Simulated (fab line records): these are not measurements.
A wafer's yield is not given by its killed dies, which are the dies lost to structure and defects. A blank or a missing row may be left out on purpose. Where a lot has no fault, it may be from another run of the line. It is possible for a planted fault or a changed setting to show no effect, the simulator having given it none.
Split-lot trial    flow n5-finfet    21 wafers read from 7 lots, route of 1938 steps

== THE SPLIT ITSELF ==
At N5_FIN_CUT_CUT_ETCH_26 (etches SiNx in CH3F/O2, target depth 39 nm, time 55.7 s), the setting time-s was moved away from the recipe's 55.7 s on 9 of the 21 wafers read, by -10.6% to +18.3%. For the rest of the wafers, this setting stayed at what the recipe calls for.

Split to reading: the file shows no intervening step.

== THE READING ==
SOC_of_FIN_CUT_COAT_18.thk-nm (the simulator's own value, which no gauge read), in nm, at N5_FIN_CUT_CUT_ETCH_27 (etches SiO2 in CHF3/O2, target depth 4 nm, overetch 2 nm, time 4.9 s). The file does not state a usual value for it. The 12 wafers here that ran the recipe average 207.6 nm, standard deviation 0.85 nm.

wafer   tool, chamber at the split  time-s as run, s  against the recipe  SOC_of_FIN_CUT_COAT_18.thk-nm, nm  against lot-mates on the recipe
L077.1  rie-diel-02, 1              61.36             +10.2%              206.6                              no lot-mate on the recipe
L077.5  rie-diel-02, 3              61.36             +10.2%              208                                no lot-mate on the recipe
L077.6  rie-diel-02, 2              61.36             +10.2%              206                                no lot-mate on the recipe
L080.1  rie-diel-06, 1              55.7              recipe              207                                -
L080.3  rie-diel-06, 0              55.7              recipe              208.2                              -
L080.6  rie-diel-06, 3              55.7              recipe              207.4                              -
L081.1  rie-diel-02, 3              65.91             +18.3%              203.8                              -3.4
L081.2  rie-diel-02, 0              65.91             +18.3%              203.8                              -3.4
L081.5  rie-diel-02, 3              55.7              recipe              207.2                              -
L082.2  rie-diel-02, 1              49.77             -10.6%              210                                +2.2
L082.3  rie-diel-02, 0              55.7              recipe              207.8                              -
L082.4  rie-diel-02, 3              49.77             -10.6%              210.8                              +3.0
L086.2  rie-diel-06, 3              55.7              recipe              206                                -
L086.5  rie-diel-06, 0              55.7              recipe              206.8                              -
L086.6  rie-diel-06, 1              50.19             -9.9%               208.8                              +2.4
L091.3  rie-diel-06, 0              55.7              recipe              209.2                              -
L091.4  rie-diel-06, 2              55.7              recipe              208.6                              -
L091.6  rie-diel-06, 1              55.7              recipe              208                                -
L093.2  rie-diel-03, 0              55.7              recipe              208                                -
L093.3  rie-diel-03, 1              55.7              recipe              206.8                              -
L093.5  rie-diel-03, 3              50.68             -9.0%               209.6                              +2.2

FIT RESULTS
A straight line over all 21 wafers: SOC_of_FIN_CUT_COAT_18.thk-nm changes by -0.185 nm for each +1% of time-s; r = -0.86; the points scatter about the line by 0.93 nm.
The same after taking each lot's own level away (the mean of its wafers on the recipe; 18 wafers): -0.207 nm for each +1%; r = -0.97; scatter 0.46 nm.
According to that fit, moving time-s by its largest amount changes the reading by 3.8 nm.
The span of the lots' own levels, 206.40 to 208.60 nm, comes to 2.6 times the standard deviation stated above.
In other words, the slope is changed by the lot-to-lot level; the two fits disagree.
Check: -3.83 nm against its lot-mates is what the line predicts for one of the wafers moved furthest among these (+18.3%) when that wafer is left out of the fit. It came out at -3.4 nm against them.

== THE OTHER SPLITS THESE WAFERS WENT THROUGH ==
Before the reading, these wafers also passed through other splits. Each is held against what the fit with the lots' levels taken away leaves over:
other split on the same wafers  wafers away from the commonest value  r with SOC_of_FIN_CUT_COAT_18.thk-nm (lot level and that fit taken away)
N5_WELL_APT_EXPOSE_05 dose-mj   5                                     +0.44
N5_WELL_APT_PEB_06 peb-temp-c   5                                     -0.05
N5_FIN_SAQP_HM_DEP_03 time-s    5                                     -0.11
N5_FIN_SAQP_EXPOSE_13 dose-mj   9                                     -0.15

== THE WHOLE CHAIN: every reading that the file lists as answering this split, in the file's order ==
step                    what it does                                                          reading                                                                         change (the file's fit)                r (the file's)
N5_FIN_CUT_CUT_ETCH_26  etches SiNx in CH3F/O2, target depth 39 nm, time 55.7 s               etch.depth-nm (the simulator's own value, which no gauge read)                  +0.418 nm for each +1% of the setting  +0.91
N5_FIN_CUT_CUT_ETCH_26  etches SiNx in CH3F/O2, target depth 39 nm, time 55.7 s               SOC_of_FIN_CUT_COAT_18.thk-nm (the simulator's own value, which no gauge read)  -0.204 nm for each +1% of the setting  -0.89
N5_FIN_CUT_CUT_ETCH_27  etches SiO2 in CHF3/O2, target depth 4 nm, overetch 2 nm, time 4.9 s  SOC_of_FIN_CUT_COAT_18.thk-nm (the simulator's own value, which no gauge read)  -0.213 nm for each +1% of the setting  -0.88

== THE FILE'S OWN FIT ==
SOC_of_FIN_CUT_COAT_18.thk-nm changes by -0.213 nm for each +1% of time-s, r = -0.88.
